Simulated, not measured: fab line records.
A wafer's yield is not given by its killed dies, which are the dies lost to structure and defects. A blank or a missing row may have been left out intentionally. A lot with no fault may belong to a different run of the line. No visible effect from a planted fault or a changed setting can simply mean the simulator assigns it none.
Split-lot study | flow n5_finfet | 21 wafers read from 7 lots, route of 1938 steps

== ON THE SPLIT ==
At N5_BEOL_M7_EXPOSE_25 (exposes mask V6, target cd 40 nm), the setting dose_mj was moved away from the recipe's 42.5 on 9 of the 21 wafers read, by -5.6% to +2.8%. All remaining wafers had this setting at the recipe value.

== FROM THE SPLIT TO THE READING: what the file shows between them, 2 steps ==
- N5_BEOL_M7_PEB_26: peb time 60 s
- N5_BEOL_M7_DEVELOP_27: develop time 30 s

== THE READING ==
At N5_BEOL_M7_CD_MEAS_28: cd_nm in nanometres, against a target cd of 40 nm. Typical for fault-free wafers on this fab line: 40.11 nm, with standard deviation 0.27 nm.

wafer  | tool, chamber at the split | dose_mj as run | against the recipe | cd_nm, nm | against lot-mates on the recipe
L074.1 | euv_scanner-01, 0          | 40.12          | -5.6%              | 38.59     | -1.45
L074.3 | euv_scanner-01, 0          | 42.5           | recipe             | 40.04     | -
L074.5 | euv_scanner-01, 0          | 40.12          | -5.6%              | 38.93     | -1.11
L078.2 | euv_scanner-02, 0          | 42.5           | recipe             | 40.36     | -
L078.3 | euv_scanner-02, 0          | 42.5           | recipe             | 39.95     | -
L078.6 | euv_scanner-02, 0          | 42.5           | recipe             | 40.21     | -
L086.2 | euv_scanner-02, 0          | 43.7           | +2.8%              | 41.18     | +0.79
L086.4 | euv_scanner-02, 0          | 42.5           | recipe             | 40.36     | -
L086.6 | euv_scanner-02, 0          | 42.5           | recipe             | 40.42     | -
L088.3 | euv_scanner-01, 0          | 42.5           | recipe             | 39.98     | -
L088.5 | euv_scanner-01, 0          | 41.55          | -2.2%              | 39.75     | -0.23
L088.6 | euv_scanner-01, 0          | 41.55          | -2.2%              | 39.64     | -0.34
L090.2 | euv_scanner-02, 0          | 43.54          | +2.4%              | 40.74     | +1.36
L090.4 | euv_scanner-02, 0          | 43.54          | +2.4%              | 40.71     | +1.33
L090.6 | euv_scanner-02, 0          | 42.5           | recipe             | 39.38     | -
L091.2 | euv_scanner-01, 0          | 42.5           | recipe             | 39.98     | -
L091.4 | euv_scanner-01, 0          | 43.37          | +2.0%              | 40.22     | +0.24
L091.6 | euv_scanner-01, 0          | 43.37          | +2.0%              | 40.57     | +0.59
L095.1 | euv_scanner-01, 0          | 42.5           | recipe             | 40.21     | -
L095.3 | euv_scanner-01, 0          | 42.5           | recipe             | 40.18     | -
L095.5 | euv_scanner-01, 0          | 42.5           | recipe             | 39.62     | -

FIT RESULTS
A straight line over all 21 wafers: cd_nm changes by +0.239 nm for each +1% of dose_mj; r = +0.89; the points scatter about the line by 0.28 nm.
The same after taking each lot's own level away (the mean of its wafers on the recipe; 21 wafers): +0.263 nm for each +1%; r = +0.91; scatter 0.28 nm.
That fit puts the effect of the largest move of dose_mj on the reading at 1.5 nm.
Across the lots, their own levels run from 39.380 to 40.390 nm, a range of 3.7 times the standard deviation given above.
The two slopes are in agreement: the lot-to-lot level therefore moves the slope only a little.
Check: for one of the wafers moved furthest among these (-5.6%), held out of the fit, the line's prediction against its lot-mates is -1.32 nm. It came out at -1.45 nm against them.

== THESE WAFERS: OTHER SPLITS ==
Before the reading, these wafers also passed through other splits. Each is held against what the fit with the lots' levels taken away leaves over:
other split on the same wafers | wafers away from the commonest value | r with cd_nm (lot level and that fit taken away)
N5_BEOL_M5_COAT_05 spin_rpm    | 6                                    | +0.36
N5_BEOL_M5_ETCH_72 source_w    | 4                                    | +0.23
N5_BEOL_M5_ETCH_41 source_w    | 6                                    | +0.08
N5_BEOL_M6_ETCH_66 bias_w      | 5                                    | +0.20

== THE WHOLE CHAIN: every reading that the file lists as answering this split, in the file's order ==
step                  | what it does                                                | reading                                                        | change (the file's fit)               | r (the file's)
N5_BEOL_M7_CD_MEAS_28 | target cd 40 nm                                             | cd_nm                                                          | +0.26 nm for each +1% of the setting  | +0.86
N5_BEOL_M7_DESCUM_33  | chemistry O2, time 7 s                                      | BEOL_M7.cd_nm (the simulator's own value, which no gauge read) | +0.199 nm for each +1% of the setting | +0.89
N5_BEOL_M7_ETCH_72    | etches underlayer in N2/H2, target depth 6.5 nm, time 5.2 s | BEOL_M7.cd_nm (the simulator's own value, which no gauge read) | +0.237 nm for each +1% of the setting | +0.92

== THE FILE'S OWN FIT ==
cd_nm changes by +0.26 nm for each +1% of dose_mj, r = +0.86.
